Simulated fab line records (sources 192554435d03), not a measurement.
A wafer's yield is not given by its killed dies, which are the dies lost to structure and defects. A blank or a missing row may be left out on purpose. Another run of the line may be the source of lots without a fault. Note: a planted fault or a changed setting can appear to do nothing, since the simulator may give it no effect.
Chamber matching + flow n5 finfet + N5_BEOL_M11_STRIP_77 on rie diel-02 has 4 sister chambers
The step strips in N2/H2, time 10 s. 14 wafers are shown with their chamber, then 6 later ones without.

## WAFERS, EACH WITH ITS CHAMBER
| wafer  | chamber | showerhead plenum p Torr (Torr) | oes product au (a.u.) | throttle valve pct (%) |
|--------|---------|---------------------------------|-----------------------|------------------------|
| L875.1 | 1       | 2.40                            | 0.69                  | 24.0                   |
| L875.3 | 3       | 2.50                            | 0.68                  | 24.4                   |
| L875.5 | 3       | 2.50                            | 0.67                  | 24.5                   |
| L873.2 | 1       | 2.40                            | 0.69                  | 24.0                   |
| L873.3 | 2       | 2.64                            | 0.74                  | 24.1                   |
| L873.5 | 2       | 2.64                            | 0.73                  | 24.1                   |
| L877.1 | 3       | 2.49                            | 0.69                  | 24.4                   |
| L877.6 | 2       | 2.63                            | 0.73                  | 24.2                   |
| L879.1 | 0       | 2.61                            | 0.92                  | 23.5                   |
| L879.3 | 3       | 2.49                            | 0.68                  | 24.5                   |
| L879.5 | 3       | 2.49                            | 0.69                  | 24.5                   |
| L889.1 | 0       | 2.61                            | 0.90                  | 23.5                   |
| L889.2 | 3       | 2.49                            | 0.67                  | 24.5                   |
| L889.5 | 3       | 2.49                            | 0.67                  | 24.5                   |

SIGNATURES (averages over the wafers above)
| reading                  | chamber 0 | chamber 1 | chamber 2 | chamber 3 | scatter within a chamber |
|--------------------------|-----------|-----------|-----------|-----------|--------------------------|
| showerhead plenum p Torr | 2.6100    | 2.4000    | 2.6367    | 2.4929    | 0.00458                  |
| oes product au           | 0.9100    | 0.6900    | 0.7333    | 0.6786    | 0.00867                  |
| throttle valve pct       | 23.500    | 24.000    | 24.133    | 24.471    | 0.0458                   |
Rule: for each reading, subtract the chamber's mean from the wafer's reading, divide by that reading's scatter and square the result; add these up over the readings and take the root, which gives the wafer's distance from the chamber. If the next closest chamber is less than 2 further off than the closest, the wafer can't be placed; otherwise it belongs to the closest. The scatter is the square root of a quotient: the sum, over the shown wafers, of each reading's squared deviation from its chamber's mean, divided by wafers minus chambers.

## WAFERS MISSING THEIR CHAMBER
| wafer  | showerhead plenum p Torr (Torr) | oes product au (a.u.) | throttle valve pct (%) |
|--------|---------------------------------|-----------------------|------------------------|
| L892.2 | 2.62                            | 0.71                  | 24.2                   |
| L892.4 | 2.62                            | 0.71                  | 24.2                   |
| L892.5 | 2.60                            | 0.87                  | 23.5                   |
| L893.1 | 2.62                            | 0.71                  | 24.2                   |
| L893.4 | 2.60                            | 0.87                  | 23.5                   |
| L893.6 | 2.60                            | 0.87                  | 23.5                   |

## CHAMBER TAKEN BY EACH
| wafer  | from the rows above | in truth |
|--------|---------------------|----------|
| L892.2 | 2                   | 2        |
| L892.4 | 2                   | 2        |
| L892.5 | 0                   | 0        |
| L893.1 | 2                   | 2        |
| L893.4 | 0                   | 0        |
| L893.6 | 0                   | 0        |
Correct placement for 6 of the 6. Number that these rows cannot place: 0. 0 placed wrongly.
